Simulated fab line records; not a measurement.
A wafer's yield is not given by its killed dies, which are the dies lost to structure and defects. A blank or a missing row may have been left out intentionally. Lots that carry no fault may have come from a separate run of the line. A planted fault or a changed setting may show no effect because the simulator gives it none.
Chamber matching + flow n5-finfet + 4 sister chambers for N5_GATE_CUT_STRIP_42 on rie-diel-03
The step strips in O2. 8 wafers are shown with their chamber, then 12 later ones without.

## WAFERS WITH THEIR CHAMBER
| wafer  | chamber | showerhead-plenum-p-Torr (Torr) | drypump-motor-current-A (A) |
|--------|---------|---------------------------------|-----------------------------|
| L082.1 | 2       | 2.09                            | 6.6                         |
| L082.5 | 0       | 2.14                            | 5.8                         |
| L086.3 | 2       | 2.09                            | 6.5                         |
| L086.4 | 3       | 1.98                            | 5.5                         |
| L086.6 | 1       | 2.00                            | 5.6                         |
| L088.1 | 3       | 1.97                            | 5.5                         |
| L088.2 | 0       | 2.13                            | 5.8                         |
| L088.6 | 1       | 2.00                            | 5.6                         |

## WAFERS MISSING THEIR CHAMBER
| wafer  | showerhead-plenum-p-Torr (Torr) | drypump-motor-current-A (A) |
|--------|---------------------------------|-----------------------------|
| L089.2 | 2.13                            | 5.8                         |
| L089.4 | 2.00                            | 5.6                         |
| L089.5 | 1.97                            | 5.5                         |
| L090.1 | 2.13                            | 5.9                         |
| L090.2 | 2.00                            | 5.6                         |
| L090.3 | 1.97                            | 5.5                         |
| L092.1 | 2.00                            | 5.6                         |
| L092.3 | 1.97                            | 5.5                         |
| L092.4 | 2.13                            | 5.8                         |
| L094.2 | 1.97                            | 5.5                         |
| L094.3 | 2.00                            | 5.6                         |
| L094.5 | 2.00                            | 5.6                         |

## WHICH CHAMBER EACH WENT THROUGH
| wafer  | from the rows above | in truth |
|--------|---------------------|----------|
| L089.2 | 0                   | 0        |
| L089.4 | 1                   | 1        |
| L089.5 | 3                   | 3        |
| L090.1 | 0                   | 0        |
| L090.2 | 1                   | 1        |
| L090.3 | 3                   | 3        |
| L092.1 | 1                   | 1        |
| L092.3 | 3                   | 3        |
| L092.4 | 0                   | 0        |
| L094.2 | 3                   | 3        |
| L094.3 | 1                   | 1        |
| L094.5 | 1                   | 1        |
12 of 12 placed correctly. Can't be placed from these rows: 0. Placed wrongly: 0.
How it was worked out, from the rows above alone: a wafer's distance from a chamber is the root of the sum, over the readings, of the square of ((its reading less the chamber's mean) divided by the reading's scatter). The wafer belongs to the nearest chamber; if the next one is less than 2 further off, it can't be placed. Each chamber's mean is taken over the wafers shown for it. The scatter: the root of (the sum of the squares of (reading less its chamber's mean) over the shown wafers, divided by (wafers less chambers)).
